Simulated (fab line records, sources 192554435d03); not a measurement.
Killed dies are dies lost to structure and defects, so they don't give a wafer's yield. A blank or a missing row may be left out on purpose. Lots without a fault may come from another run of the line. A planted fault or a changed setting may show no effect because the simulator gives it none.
fab line records | flow n5_finfet
record lots=4 wafers=12 last_day=15
route steps=1938 shown GATE_CUT@481 BEOL_M4@1111 PASSIVATION@1936
lots that met no fault: from a run of the same line without faults
start_h: hours from the record's first day to the start of the lot's first wafer shown | wait_h: hours since the lot's step before | " the same as in the row above | L1.1+2: a row that stands for several wafers | - no value, or no start given | * or withheld: withheld | < > ~ a bound
route shown NAME@n: a module of which the file shows steps, and the number in the route of the first | usual: mean/standard deviation of fault-free wafers | same: alike in all rows | chamber/n: place in a boat | sites: the reading at each site | _std_site: their standard deviation | _edge_site: outer sites' mean less inner sites' | radius_mm: how far each site lies from the wafer's centre | mask NAME#n: copy n | behind: the tool/chamber that last shaped the wafer | hold: why the lot was held/for how many hours/how that ended | device: the transistor (n, p or np) that didn't switch | end of line: the same wafers' tests at the end of the route | a step without rows: its recipe alone | killed: dies lost to structure and defects at the first sort, not the wafer's yield | map: a wafer's dies, x killed, . not, _ none there
set.NAME: the setting as run; set.NAME@STEP: as run at that earlier step | model.NAME: the simulator's own value behind a step, which no gauge read
lots at some steps of the route; a table a step, a row a wafer
services: from which hour (start_h, from the record's first day; less than 0 if before it) a tool's chamber was out of use, for how many hours, and why
## steps
# step N5_GATE_CUT_COAT_07
# recipe resist=CAR-EUV spin_rpm=1500 resist_thk_nm=30
# step N5_GATE_CUT_EBR_09
# recipe solvent=PGMEA ebr_width_mm=1.5
# step N5_GATE_CUT_SOFTBAKE_08
# recipe temp_c=110 time_s=60 resist=CAR-EUV
# step N5_GATE_CUT_EXPOSE_10
# recipe mask_id=GATE_CUT na=0.33 source_shape=annular sigma_inner=0.35 sigma_outer=0.8 polarization=unpolarized target_cd_nm=20 dose_mj=43.25
# step N5_GATE_CUT_PEB_11
# recipe peb_temp_c=100 peb_time_s=60 resist=CAR-EUV
# step N5_GATE_CUT_DEVELOP_12
# recipe develop_time_s=30 developer=TMAH resist=CAR-EUV rinse_liquid=surfactant_rinse dry=air_spin dev_temp_c=23
# step N5_GATE_CUT_DESCUM_18
# recipe chemistry=O2 time_s=7 source_power_w=50 bias_power_w=20 pressure_mtorr=20 rf_frequency_hz=2.712e+07 temp_c=40 resist=CAR-EUV o2_flow_sccm=225
# step N5_GATE_CUT_ETCH_28
# recipe chemistry=N2/H2 target=underlayer target_depth_a=130 mask_material=CAR-EUV time_s=10.4 ion_energy_ev=200 pressure_mtorr=30 source_w=840 bias_w=150 n2_flow_sccm=200 h2_flow_sccm=200 ends=cleared
# step N5_GATE_CUT_ETCH_36
# recipe chemistry=CF4 target=SiARC target_depth_a=130 mask_material=CAR-EUV time_s=21.7 ion_energy_ev=80 pressure_mtorr=40 source_w=545 bias_w=36 Ar_flow_sccm=100 cf4_flow_sccm=100 ends=cleared
# step N5_GATE_CUT_ETCH_37
# recipe chemistry=N2/H2 target=SOC target_depth_a=600 overetch_a=120 mask_material=SiARC temp_c=40 time_s=90 ion_energy_ev=200 pressure_mtorr=30 source_w=840 bias_w=150 n2_flow_sccm=200 h2_flow_sccm=200
# usual bias_w=150.1/0.46 chamber_pressure_mTorr=30.002/0.028 drypump_motor_current_A=5.6/0.41 oes_product_au=0.68/0.058 rf_fwd_power_W=833.8/2.8 rf_vpp_V=523.7/2.4 showerhead_plenum_p_Torr=2.54/0.086 throttle_valve_pct=17.91/0.25
# columns lot.wafer tool chamber start_h wait_h bias_w chamber_pressure_mTorr drypump_motor_current_A oes_product_au rf_fwd_power_W rf_hours_counter_h rf_vpp_V showerhead_plenum_p_Torr throttle_valve_pct model.underlayer_of_GATE_CUT_COAT_27.thk_nm model.CAR-EUV_of_GATE_CUT_COAT_07.thk_nm model.SiARC_of_GATE_CUT_COAT_35.thk_nm
L786.1 rie_diel-03 0 83.74 0.0 149.3 30.013 5.7 0.68 835.9 117 525.5 2.68 18.06 0 0 6
L786.2 " 2 " " 150.2 30.001 5.5 0.69 836.2 134 520.6 2.44 18.01 0 0 6.2
L786.4 " 2 " " 149.9 29.962 5.5 0.69 834.7 - 521.4 2.44 18.01 0 0 6
L792.3 rie_diel-03 1 120.77 0.0 - - - - - - - - - 10 7 10
L792.5 " 2 " " - - - - - - - - - 10 6.8 10
L792.6 " 3 " " - - - - - - - - - 10 6.8 10
L793.1 rie_diel-03 3 128.76 0.0 - - - - - - - - - 10 7 10
L793.3 " 1 " " - - - - - - - - - 10 7.2 10
L793.4 " 2 " " - - - - - - - - - 10 7 10
L802.1 rie_diel-04 3 186.08 0.0 149.0 29.962 6.0 0.64 836.1 220 522.8 2.51 18.21 0 0 6
L802.3 " 0 " " 150.9 30.046 4.7 0.63 830.6 204 520.2 2.42 18.19 0 0 6
L802.4 " 1 " " 150.5 29.992 6.1 0.89 834.6 2 521.5 2.50 17.54 0 0 5.8
# step N5_GATE_CUT_STRIP_38
# recipe chemistry=N2/H2 temp_c=40 n2_flow_sccm=200 h2_flow_sccm=200 rf_frequency_hz=6e+07
# step N5_GATE_CUT_STRIP_39
# recipe chemistry=N2/H2 temp_c=40 n2_flow_sccm=200 h2_flow_sccm=200 rf_frequency_hz=6e+07
# step N5_GATE_CUT_HM_OPEN_40
# recipe chemistry=C4F6/O2 target=SiO2 mask_material=SiARC target_depth_a=1390 time_s=85.1 ion_energy_ev=250 pressure_mtorr=30 source_w=345 bias_w=185 Ar_flow_sccm=300 C4F6_flow_sccm=10 O2_flow_sccm=10 ends=cleared
# usual drypump_motor_current_A=5.6/0.42 etch_rf_on_time_s=93.9/1.8 oes_f_703_au=0.76/0.067 oes_product_au=0.68/0.063 rf_fwd_power_W=341.9/1.5 rf_vpp_V=663/10 showerhead_plenum_p_Torr=2.85/0.088 throttle_valve_pct=21.07/0.25
# columns lot.wafer tool chamber start_h wait_h drypump_motor_current_A etch_rf_on_time_s oes_f_703_au oes_product_au rf_fwd_power_W rf_hours_counter_h rf_vpp_V showerhead_plenum_p_Torr throttle_valve_pct
L786.1 rie_diel-03 0 83.83 0.0 5.7 90.9 0.73 0.68 341.3 117 665 2.98 21.16
L786.2 " 2 " " 5.5 92.8 0.79 0.69 341.1 134 648 2.76 21.22
L786.4 " 2 " " 5.5 94.9 0.79 0.69 343.3 - 645 2.76 21.22
L792.3 rie_diel-03 1 120.86 0.0 5.8 212.8 0.75 0.28 - 163 665 2.86 20.97
L792.5 " 2 " " 5.5 212.8 0.79 0.29 - - 644 2.76 21.05
L792.6 " 3 " " 5.2 212.7 0.78 0.28 - - 664 2.98 20.98
L793.1 rie_diel-03 3 128.85 0.0 5.3 212.7 0.78 0.28 - 162 666 2.98 21.03
L793.3 " 1 " " 5.7 212.7 0.75 0.29 - 165 667 2.86 20.98
L793.4 " 2 " " 5.5 212.8 0.77 0.29 - 150 646 2.76 21.07
L802.1 rie_diel-04 3 186.17 0.0 5.9 93.0 0.74 0.64 339.9 220 671 2.82 21.41
L802.3 " 0 " " 4.7 92.4 0.70 0.63 342.3 204 672 2.72 21.18
L802.4 " 1 " " 6.1 91.4 0.99 0.91 341.8 2 676 2.82 20.86
# step N5_GATE_CUT_STRIP_41
# recipe chemistry=CF4 resist=SiARC power_w=300 bias_power_w=75 pressure_mtorr=50 cf4_flow_sccm=150 rf_frequency_hz=6e+07
# step N5_GATE_CUT_STRIP_42
# recipe chemistry=O2 power_w=400 temp_c=40 pressure_mtorr=30 rf_frequency_hz=6e+07 bias_power_w=0 overash_fraction=0.3 o2_flow_sccm=225
# step N5_GATE_CUT_ETCH_19
# recipe chemistry=CH3F/O2 target=SiNx mask_material=SiO2 target_depth_a=537 time_s=76.7 pressure_mtorr=30 source_w=395 bias_w=73 Ar_flow_sccm=150 CH3F_flow_sccm=30 O2_flow_sccm=20 ion_energy_ev=120 ends=cleared
# usual CH3F_flow_sccm=30.00/0.088 O2_flow_sccm=20.00/0.056 drypump_motor_current_A=5.6/0.41 etch_rf_on_time_s=77.4/1.2 oes_f_703_au=0.76/0.07 oes_product_au=0.64/0.06 rf_fwd_power_W=391.0/1.7 rf_vpp_V=296/4.6 showerhead_plenum_p_Torr=2.00/0.065 throttle_valve_pct=16.48/0.24
# columns lot.wafer tool chamber start_h wait_h CH3F_flow_sccm O2_flow_sccm drypump_motor_current_A etch_rf_on_time_s oes_f_703_au oes_product_au rf_fwd_power_W rf_hours_counter_h rf_vpp_V showerhead_plenum_p_Torr throttle_valve_pct
L786.1 rie_diel-03 0 83.95 0.0 29.96 19.97 5.7 76.6 0.73 0.65 391.0 117 297 2.10 16.54
L786.2 " 2 " " 30.06 19.99 5.5 78.0 0.80 0.65 390.1 134 289 1.94 16.58
L786.4 " 2 " " 29.95 20.02 5.5 77.3 0.80 0.66 391.6 - 290 1.93 16.57
L792.3 rie_diel-03 1 120.98 0.0 30.03 19.98 5.8 191.8 0.75 0.29 - 163 299 2.01 16.49
L792.5 " 2 " " 30.02 19.96 5.5 191.8 0.79 0.29 - - 290 1.93 16.56
L792.6 " 3 " " 29.90 19.97 5.3 191.7 0.78 0.28 - - 298 2.10 16.57
L793.1 rie_diel-03 3 128.97 0.0 29.89 19.98 5.2 191.8 0.77 0.28 - 162 298 2.10 16.58
L793.3 " 1 " " 30.05 20.01 5.8 191.7 0.75 0.28 - 165 297 2.01 16.49
L793.4 " 2 " " 30.04 20.03 5.5 191.7 0.78 0.29 - 150 288 1.93 16.57
L802.1 rie_diel-04 3 186.29 0.0 29.94 20.08 5.9 78.1 0.73 0.60 392.0 220 301 1.98 16.83
L802.3 " 0 " " 30.09 19.98 4.7 77.1 0.70 0.59 392.0 204 299 1.91 16.58
L802.4 " 1 " " 30.16 20.02 6.1 75.2 0.99 0.86 391.9 2 303 1.98 16.15
# step N5_GATE_CUT_CUT_ETCH_53
# recipe chemistry=SF6/Cl2 target=W mask_material=SiO2 target_depth_a=792 pressure_mtorr=8 icp_w=900 bias_w=80 SF6_flow_sccm=40 Cl2_flow_sccm=60 ends=cleared
# usual SF6_flow_sccm=40.00/0.12 bias_w=80.00/0.24 drypump_motor_current_A=5.9/0.42 etch_rf_on_time_s=26.2/0.36 mfc_cl2_sccm=59.99/0.18 oes_product_au=0.74/0.036 rf_fwd_power_W=877.5/2.9 throttle_valve_pct=28.99/0.17
# columns lot.wafer tool chamber start_h wait_h SF6_flow_sccm bias_w drypump_motor_current_A etch_rf_on_time_s mfc_cl2_sccm oes_product_au rf_fwd_power_W rf_hours_counter_h throttle_valve_pct
L786.1 rie_metal-01 1 84.06 0.1 39.93 79.98 5.8 26.4 59.68 0.74 874.3 23 29.13
L786.2 " 0 " " 40.15 79.98 5.8 26.7 60.22 0.74 876.5 31 29.06
L786.4 " 0 " " 40.22 80.29 5.8 26.5 60.19 0.74 879.5 - 29.05
L792.3 rie_metal-02 0 121.11 0.1 39.78 79.65 6.3 34.3 60.05 0.29 880.8 - 27.35
L792.5 " 0 " " 40.10 79.86 6.3 34.3 60.31 0.30 880.2 - 27.34
L792.6 " 1 " " 40.11 80.33 5.2 34.3 60.32 0.32 877.0 - 27.52
L793.1 rie_metal-01 1 129.08 0.1 39.98 79.91 5.8 34.3 59.97 0.31 875.7 28 27.70
L793.3 " 1 " " 39.92 79.70 5.8 34.3 60.22 0.30 881.4 - 27.70
L793.4 " 0 " " 40.00 80.55 5.8 34.3 60.13 0.30 885.2 - 27.63
L802.1 rie_metal-01 1 186.39 0.1 39.96 79.96 5.8 26.1 60.04 0.72 875.3 33 29.15
L802.3 " 1 " " 40.03 79.99 5.8 26.2 59.92 0.72 875.5 - 29.14
L802.4 " 0 " " 40.08 80.16 5.8 26.5 60.12 0.72 874.3 - 29.06
# step N5_GATE_CUT_CUT_ETCH_54
# recipe chemistry=Cl2/BCl3 target=TiN mask_material=SiO2 target_depth_a=967 pressure_mtorr=10 icp_w=1000 bias_w=126 Cl2_flow_sccm=53.25 bcl3_flow_sccm=21.75 Ar_flow_sccm=25 ends=cleared
# usual bcl3_flow_sccm=21.74/0.065 bias_w=126.0/0.38 drypump_motor_current_A=5.9/0.42 etch_rf_on_time_s=36.6/0.44 mfc_cl2_sccm=53.26/0.17 oes_product_au=0.74/0.035 rf_fwd_power_W=979/3.7 throttle_valve_pct=22.20/0.15
# columns lot.wafer tool chamber start_h wait_h bcl3_flow_sccm bias_w drypump_motor_current_A etch_rf_on_time_s mfc_cl2_sccm oes_product_au rf_fwd_power_W rf_hours_counter_h throttle_valve_pct
L786.1 rie_metal-01 1 84.12 0.0 21.78 125.9 5.8 36.8 53.57 0.75 982 23 22.22
L786.2 " 0 " " 21.67 126.0 5.8 37.4 53.24 0.74 985 31 22.16
L786.4 " 0 " " 21.62 125.8 5.8 37.1 53.06 0.74 984 - 22.17
L792.3 rie_metal-02 0 121.17 0.0 21.89 125.6 6.4 47.9 53.16 0.29 986 - 22.55
L792.5 " 0 " " 21.78 125.7 6.4 47.9 53.24 0.29 984 - 22.56
L792.6 " 1 " " 21.72 126.2 5.2 47.9 53.26 0.32 979 - 22.77
L793.1 rie_metal-01 1 129.14 0.0 21.77 126.6 5.8 47.9 53.58 0.31 987 28 22.78
L793.3 " 1 " " 21.80 126.5 5.8 47.9 53.41 0.31 984 - 22.77
L793.4 " 0 " " 21.85 126.0 5.8 47.9 53.17 0.31 984 - 22.70
L802.1 rie_metal-01 1 186.45 0.0 21.77 125.7 5.8 36.9 53.35 0.71 981 33 22.23
L802.3 " 1 " " 21.72 126.0 5.8 36.5 53.23 0.72 980 - 22.24
L802.4 " 0 " " 21.80 126.1 5.8 37.1 53.25 0.72 981 - 22.18
# step N5_GATE_CUT_CUT_ETCH_55
# recipe chemistry=BCl3 target=HfO2 mask_material=SiO2 target_depth_a=32 ion_energy_ev=30 pressure_mtorr=5 icp_w=450 bias_w=18 bcl3_flow_sccm=80
# usual bcl3_flow_sccm=80.00/0.24 bias_w=18.00/0.057 drypump_motor_current_A=5.9/0.42 oes_product_au=0.82/0.036 rf_fwd_power_W=440.3/1.9 throttle_valve_pct=33.16/0.29
# columns lot.wafer tool chamber start_h wait_h bcl3_flow_sccm bias_w drypump_motor_current_A oes_product_au rf_fwd_power_W rf_hours_counter_h throttle_valve_pct
L786.1 rie_metal-01 1 84.18 0.0 79.83 17.95 5.8 0.83 441.6 23 33.36
L786.2 " 0 " " 80.22 18.01 5.8 0.83 442.2 31 33.40
L786.4 " 0 " " 79.85 18.00 5.8 0.82 439.6 - 33.41
L792.3 rie_metal-02 0 121.22 0.0 79.69 18.04 6.3 0.30 439.0 - 32.94
L792.5 " 0 " " 79.74 17.96 6.4 0.30 441.8 - 32.93
L792.6 " 1 " " 80.10 17.99 5.2 0.32 441.7 - 33.00
L793.1 rie_metal-01 1 129.20 0.0 80.12 18.07 5.8 0.30 439.2 28 33.37
L793.3 " 1 " " 80.26 18.13 5.8 0.30 440.4 - 33.37
L793.4 " 0 " " 79.72 18.10 5.8 0.30 443.2 - 33.41
L802.1 rie_metal-01 1 186.51 0.0 79.66 18.08 5.8 0.80 439.6 33 33.37
L802.3 " 1 " " 80.28 18.07 5.8 0.79 441.3 - 33.38
L802.4 " 0 " " 80.13 18.11 5.8 0.81 441.7 - 33.42
# step N5_BEOL_M4_RC_MEAS_101
# usual DIBL_N=35.9/1.6 DIBL_P=35.6/2.1 IOFF_N=0.149/0.029 IOFF_P=0.20/0.033 ION_N=671/11 ION_P=460/7.3 SS_N=71.4/0.62 SS_P=73.2/0.65 VT_N=251/3.1 VT_P=-251/3.4
# columns lot.wafer tool chamber start_h wait_h DIBL_N[mV/V] DIBL_P[mV/V] IOFF_N[nA/um] IOFF_P[nA/um] ION_N[uA/um] ION_P[uA/um] SS_N[mV/dec] SS_P[mV/dec] VT_N[mV] VT_P[mV]
L786.1 prober-02 0 165.30 0.0 34.7 35.3 0.124 0.17 662 454 71.0 73.4 256 -254
L786.2 " 0 " " 34.8 35.0 0.120 0.16 652 450 70.7 73.1 255 -255
L786.4 " 0 " " 36.1 34.7 0.132 0.15 653 445 71.4 73.5 254 -258
L802.1 prober-02 0 257.60 0.0 37.4 35.4 0.141 0.19 680 462 71.4 73.3 253 -252
L802.3 " 0 " " 37.6 36.2 0.156 0.20 676 455 71.9 73.9 249 -250
L802.4 " 0 " " 36.7 35.3 0.145 0.19 672 460 70.9 73.0 251 -251
# step N5_PASSIVATION_PROBE_49
# usual defect_limited_yield=90.9/1.5 killed_at_M0_to_M3=36/9.9 killed_at_M4_up=13/4.5 killed_at_contacts=13/6.4 killed_at_front_end=42/12 killed_at_other=3.4/3 killed_dies=107/18 killed_on_rim=14/4.3 killed_open=69/13 killed_short=35/8.2 sort_bin_5_function=5.3/1.1 sort_bin_6_memory=3.4/0.69 sort_bin_8_speed=0.00/0.0071 sort_n_pass=1073/18 sort_yield_pct=90.9/1.5
# same gross_dies=1180 killed_at_back_side=0 sort_bin_4_leakage[%]=0
# columns lot.wafer tool chamber start_h wait_h defect_limited_yield[%] killed_at_M0_to_M3 killed_at_M4_up killed_at_contacts killed_at_front_end killed_at_other killed_dies killed_on_rim killed_open killed_short sort_bin_5_function[%] sort_bin_6_memory[%] sort_bin_8_speed[%] sort_n_pass sort_yield_pct[%]
L786.1 prober-02 - 258.60 0.0 90.1 39 10 24 42 2 117 10 84 29 6.0 3.8 0 1063 90.1
L786.2 prober-02 - 258.65 0.1 89.9 53 16 12 33 5 119 18 85 30 5.1 4.7 0 1061 89.9
L786.4 prober-02 - 258.75 0.2 90.1 42 11 18 42 4 117 14 81 34 5.6 3.7 0.08 1062 90.0
L792.3 prober-02 - 306.09 0.1 0 33 18 7 1119 3 1180 152 64 33 96.5 3.0 0 0 0
L792.5 prober-02 - 306.19 0.2 0 22 12 10 1132 4 1180 152 66 33 96.6 3.2 0 0 0
L792.6 prober-02 - 306.24 0.3 0 38 9 21 1110 2 1180 152 67 45 95.6 4.0 0 0 0
L793.1 prober-02 - 307.98 0.0 0 33 11 12 1122 2 1180 152 69 27 97.3 2.5 0 0 0
L793.3 prober-02 - 308.08 0.1 0 49 14 14 1103 0 1180 152 86 41 96.2 3.4 0 0 0
L793.4 prober-02 - 308.13 0.2 0 26 16 20 1117 1 1180 152 94 40 96.0 3.8 0 0 0
L802.1 prober-01 - 354.01 0.0 88.4 40 14 23 58 2 137 16 102 34 7.6 3.9 0 1043 88.4
L802.3 prober-01 - 354.11 0.1 90.0 34 5 26 47 6 118 16 79 39 6.4 3.3 0 1062 90.0
L802.4 prober-01 - 354.16 0.2 89.7 24 10 30 53 4 121 24 87 29 5.8 3.6 0 1059 89.7
# killed by level:class
L786.1 MOL_CONTACT_COAG:geometric_particle:open=20 STI_FIN_REVEAL:geometric_particle:open=16 BEOL_M0_SAQP:geometric_particle:short=7 BEOL_M2:geometric_particle:open=7 BEOL_M1:geometric_particle:open=6 BEOL_M0_SAQP:geometric_particle:open=5 BEOL_M3:geometric_particle:open=5 DUMMY_GATE:geometric_particle:open=4
L786.2 BEOL_M3:geometric_particle:open=15 MOL_CONTACT_COAG:geometric_particle:open=12 BEOL_M1:geometric_particle:open=8 BEOL_M5:geometric_particle:open=7 BEOL_M0_SAQP:geometric_particle:open=7 FIN_SAQP:geometric_particle:short=6 BEOL_M0_SAQP:geometric_particle:short=6 BEOL_M0:geometric_particle:open=6
L786.4 MOL_CONTACT_COAG:geometric_particle:open=15 STI_FIN_REVEAL:geometric_particle:open=10 FIN_SAQP:geometric_particle:open=8 BEOL_M2:geometric_particle:open=8 BEOL_M0_SAQP:geometric_particle:open=7 BEOL_M1:geometric_particle:open=6 BEOL_M0_SAQP:geometric_particle:short=5 BEOL_M1:geometric_particle:short=5
L792.3 GATE_CUT:area_etch=1082 FIN_SAQP:geometric_particle:open=10 BEOL_M0_SAQP:geometric_particle:open=9 BEOL_M0_SAQP:geometric_particle:short=8 BEOL_M4:geometric_particle:open=8 FIN_SAQP:geometric_particle:short=6 BEOL_M3:geometric_particle:open=6 MOL_CONTACT_COAG:geometric_particle:open=5
L792.5 GATE_CUT:area_etch=1081 FIN_SAQP:geometric_particle:open=16 FIN_SAQP:geometric_particle:short=8 DUMMY_GATE:geometric_particle:open=8 MOL_CONTACT_COAG:geometric_particle:open=8 BEOL_M3:geometric_particle:open=5 STI_FIN_REVEAL:geometric_particle:open=5 BEOL_M0_SAQP:geometric_particle:short=5
L792.6 GATE_CUT:area_etch=1067 MOL_CONTACT_COAG:geometric_particle:open=15 BEOL_M0_SAQP:geometric_particle:short=15 FIN_SAQP:geometric_particle:open=14 FIN_SAQP:geometric_particle:short=12 BEOL_M3:geometric_particle:open=8 BEOL_M0_SAQP:geometric_particle:open=7 MOL_CONTACT_COAG:geometric_particle:short=6
L793.1 GATE_CUT:area_etch=1084 FIN_SAQP:geometric_particle:open=10 BEOL_M0_SAQP:geometric_particle:open=10 STI_FIN_REVEAL:geometric_particle:open=9 DUMMY_GATE:geometric_particle:open=7 MOL_CONTACT_COAG:geometric_particle:open=7 BEOL_M0_SAQP:geometric_particle:short=7 BEOL_M1:geometric_particle:open=7
L793.3 GATE_CUT:area_etch=1052 FIN_SAQP:geometric_particle:open=13 STI_FIN_REVEAL:geometric_particle:open=13 BEOL_M0_SAQP:geometric_particle:short=13 MOL_CONTACT_COAG:geometric_particle:open=12 FIN_SAQP:geometric_particle:short=8 BEOL_M0_SAQP:geometric_particle:open=8 BEOL_M2:geometric_particle:open=8
L793.4 GATE_CUT:area_etch=1045 FIN_SAQP:geometric_particle:open=18 MOL_CONTACT_COAG:geometric_particle:open=15 FIN_SAQP:geometric_particle:short=13 STI_FIN_REVEAL:geometric_particle:open=12 DUMMY_GATE:geometric_particle:open=11 BEOL_M2:geometric_particle:open=9 BEOL_M4:geometric_particle:open=6
L802.1 FIN_SAQP:geometric_particle:open=29 MOL_CONTACT_COAG:geometric_particle:open=18 BEOL_M3:geometric_particle:open=10 BEOL_M0_SAQP:geometric_particle:short=9 BEOL_M1:geometric_particle:open=6 MOL_CONTACT_COAG:geometric_particle:short=5 BEOL_M0_SAQP:geometric_particle:open=5 BEOL_M4:geometric_particle:open=4
L802.3 MOL_CONTACT_COAG:geometric_particle:open=22 FIN_SAQP:geometric_particle:open=15 FIN_SAQP:geometric_particle:short=14 STI_FIN_REVEAL:geometric_particle:open=10 BEOL_M2:geometric_particle:open=9 BEOL_M0_SAQP:geometric_particle:short=9 BEOL_M1:geometric_particle:open=6 BEOL_M4:geometric_particle:open=4
L802.4 MOL_CONTACT_COAG:geometric_particle:open=26 FIN_SAQP:geometric_particle:short=10 BEOL_M3:geometric_particle:open=10 FIN_SAQP:geometric_particle:open=9 STI_FIN_REVEAL:geometric_particle:open=9 BEOL_M4:geometric_particle:open=5 STARTING-WAFER:geometric_particle:open=5 HKMG_FIN:area_etch=5
# map L792.3 (x killed, . not)
_________________xxxxxxxxxxxx________________
______________xxxxxxxxxxxxxxxxxx_____________
___________xxxxxxxxxxxxxxxxxxxxxxxx__________
__________xxxxxxxxxxxxxxxxxxxxxxxxxx_________
________xxxxxxxxxxxxxxxxxxxxxxxxxxxxxx_______
_______xxxxxxxxxxxxxxxxxxxxxxxxxxxxxxxx______
______xxxxxxxxxxxxxxxxxxxxxxxxxxxxxxxxxx_____
_____xxxxxxxxxxxxxxxxxxxxxxxxxxxxxxxxxxxx____
____xxxxxxxxxxxxxxxxxxxxxxxxxxxxxxxxxxxxxx___
___xxxxxxxxxxxxxxxxxxxxxxxxxxxxxxxxxxxxxxxx__
___xxxxxxxxxxxxxxxxxxxxxxxxxxxxxxxxxxxxxxxx__
__xxxxxxxxxxxxxxxxxxxxxxxxxxxxxxxxxxxxxxxxxx_
__xxxxxxxxxxxxxxxxxxxxxxxxxxxxxxxxxxxxxxxxxx_
_xxxxxxxxxxxxxxxxxxxxxxxxxxxxxxxxxxxxxxxxxxxx
_xxxxxxxxxxxxxxxxxxxxxxxxxxxxxxxxxxxxxxxxxxxx
_xxxxxxxxxxxxxxxxxxxxxxxxxxxxxxxxxxxxxxxxxxxx
_xxxxxxxxxxxxxxxxxxxxxxxxxxxxxxxxxxxxxxxxxxxx
_xxxxxxxxxxxxxxxxxxxxxxxxxxxxxxxxxxxxxxxxxxxx
_xxxxxxxxxxxxxxxxxxxxxxxxxxxxxxxxxxxxxxxxxxxx
_xxxxxxxxxxxxxxxxxxxxxxxxxxxxxxxxxxxxxxxxxxxx
_xxxxxxxxxxxxxxxxxxxxxxxxxxxxxxxxxxxxxxxxxxxx
__xxxxxxxxxxxxxxxxxxxxxxxxxxxxxxxxxxxxxxxxxx_
__xxxxxxxxxxxxxxxxxxxxxxxxxxxxxxxxxxxxxxxxxx_
___xxxxxxxxxxxxxxxxxxxxxxxxxxxxxxxxxxxxxxxx__
___xxxxxxxxxxxxxxxxxxxxxxxxxxxxxxxxxxxxxxxx__
____xxxxxxxxxxxxxxxxxxxxxxxxxxxxxxxxxxxxxx___
_____xxxxxxxxxxxxxxxxxxxxxxxxxxxxxxxxxxxx____
______xxxxxxxxxxxxxxxxxxxxxxxxxxxxxxxxxx_____
_______xxxxxxxxxxxxxxxxxxxxxxxxxxxxxxxx______
________xxxxxxxxxxxxxxxxxxxxxxxxxxxxxx_______
__________xxxxxxxxxxxxxxxxxxxxxxxxxx_________
___________xxxxxxxxxxxxxxxxxxxxxxxx__________
______________xxxxxxxxxxxxxxxxxx_____________
_________________xxxxxxxxxxxx________________
# map L793.1 (x killed, . not)
_________________xxxxxxxxxxxx________________
______________xxxxxxxxxxxxxxxxxx_____________
___________xxxxxxxxxxxxxxxxxxxxxxxx__________
__________xxxxxxxxxxxxxxxxxxxxxxxxxx_________
________xxxxxxxxxxxxxxxxxxxxxxxxxxxxxx_______
_______xxxxxxxxxxxxxxxxxxxxxxxxxxxxxxxx______
______xxxxxxxxxxxxxxxxxxxxxxxxxxxxxxxxxx_____
_____xxxxxxxxxxxxxxxxxxxxxxxxxxxxxxxxxxxx____
____xxxxxxxxxxxxxxxxxxxxxxxxxxxxxxxxxxxxxx___
___xxxxxxxxxxxxxxxxxxxxxxxxxxxxxxxxxxxxxxxx__
___xxxxxxxxxxxxxxxxxxxxxxxxxxxxxxxxxxxxxxxx__
__xxxxxxxxxxxxxxxxxxxxxxxxxxxxxxxxxxxxxxxxxx_
__xxxxxxxxxxxxxxxxxxxxxxxxxxxxxxxxxxxxxxxxxx_
_xxxxxxxxxxxxxxxxxxxxxxxxxxxxxxxxxxxxxxxxxxxx
_xxxxxxxxxxxxxxxxxxxxxxxxxxxxxxxxxxxxxxxxxxxx
_xxxxxxxxxxxxxxxxxxxxxxxxxxxxxxxxxxxxxxxxxxxx
_xxxxxxxxxxxxxxxxxxxxxxxxxxxxxxxxxxxxxxxxxxxx
_xxxxxxxxxxxxxxxxxxxxxxxxxxxxxxxxxxxxxxxxxxxx
_xxxxxxxxxxxxxxxxxxxxxxxxxxxxxxxxxxxxxxxxxxxx
_xxxxxxxxxxxxxxxxxxxxxxxxxxxxxxxxxxxxxxxxxxxx
_xxxxxxxxxxxxxxxxxxxxxxxxxxxxxxxxxxxxxxxxxxxx
__xxxxxxxxxxxxxxxxxxxxxxxxxxxxxxxxxxxxxxxxxx_
__xxxxxxxxxxxxxxxxxxxxxxxxxxxxxxxxxxxxxxxxxx_
___xxxxxxxxxxxxxxxxxxxxxxxxxxxxxxxxxxxxxxxx__
___xxxxxxxxxxxxxxxxxxxxxxxxxxxxxxxxxxxxxxxx__
____xxxxxxxxxxxxxxxxxxxxxxxxxxxxxxxxxxxxxx___
_____xxxxxxxxxxxxxxxxxxxxxxxxxxxxxxxxxxxx____
______xxxxxxxxxxxxxxxxxxxxxxxxxxxxxxxxxx_____
_______xxxxxxxxxxxxxxxxxxxxxxxxxxxxxxxx______
________xxxxxxxxxxxxxxxxxxxxxxxxxxxxxx_______
__________xxxxxxxxxxxxxxxxxxxxxxxxxx_________
___________xxxxxxxxxxxxxxxxxxxxxxxx__________
______________xxxxxxxxxxxxxxxxxx_____________
_________________xxxxxxxxxxxx________________
## services
# columns tool chamber start_h hours kind
rie_metal-01 0 61.55 3.5 repair
rie_diel-03 1 64.09 32.7 repair
rie_diel-04 1 100.49 1.5 repair
rie_diel-04 3 109.90 12.2 repair
rie_diel-04 3 126.58 27.6 repair
rie_diel-04 - 138.91 0.5 repair
rie_metal-02 - 141.53 14.6 pm
rie_diel-04 1 154.34 - clean
rie_diel-04 1 154.34 - consumable_replace:focus_ring
rie_diel-04 1 154.34 25.1 scheduled_down
rie_diel-04 1 154.34 25.1 vent_cycle
## key
first_sign step=N5_GATE_CUT_ETCH_37 reading=tool_record direction=missing
effect step=N5_GATE_CUT_HM_OPEN_40 reading=etch_rf_on_time_s direction=up sigmas=65 usual=* struck=*
effect step=N5_GATE_CUT_ETCH_19 reading=etch_rf_on_time_s direction=up sigmas=98 usual=* struck=*
effect step=N5_GATE_CUT_CUT_ETCH_53 reading=etch_rf_on_time_s direction=up sigmas=22 usual=* struck=*
effect step=N5_GATE_CUT_CUT_ETCH_54 reading=etch_rf_on_time_s direction=up sigmas=26 usual=* struck=*
effect step=N5_GATE_CUT_CUT_ETCH_55 reading=oes_product_au direction=down sigmas=15 usual=0.82 struck=0.30
effect step=N5_PASSIVATION_PROBE_49 reading=killed_at_front_end direction=up sigmas=90 usual=42 struck=1117
model_effect step=N5_GATE_CUT_ETCH_37 value=underlayer_of_GATE_CUT_COAT_27.thk_nm without=0 struck=10
more_kills_born_at N5_GATE_CUT_ETCH_37@rie_diel-03=6411
met_at N5_GATE_CUT_ETCH_37
struck_wafers L792.3,L792.5,L792.6,L793.1,L793.3,L793.4
later_rows_left_out L792.3,L792.5,L792.6,L793.1,L793.3,L793.4
onset_between 83.74 120.77
fault kind=skipped_step_whole tool=rie_diel-03 chamber=- onset_h=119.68 steps=N5_GATE_CUT_ETCH_37 scope=struck_lots_only
# later_rows_left_out: the simulator's readings of these wafers behind a module that went badly wrong aren't trusted and aren't shown, but for the sort
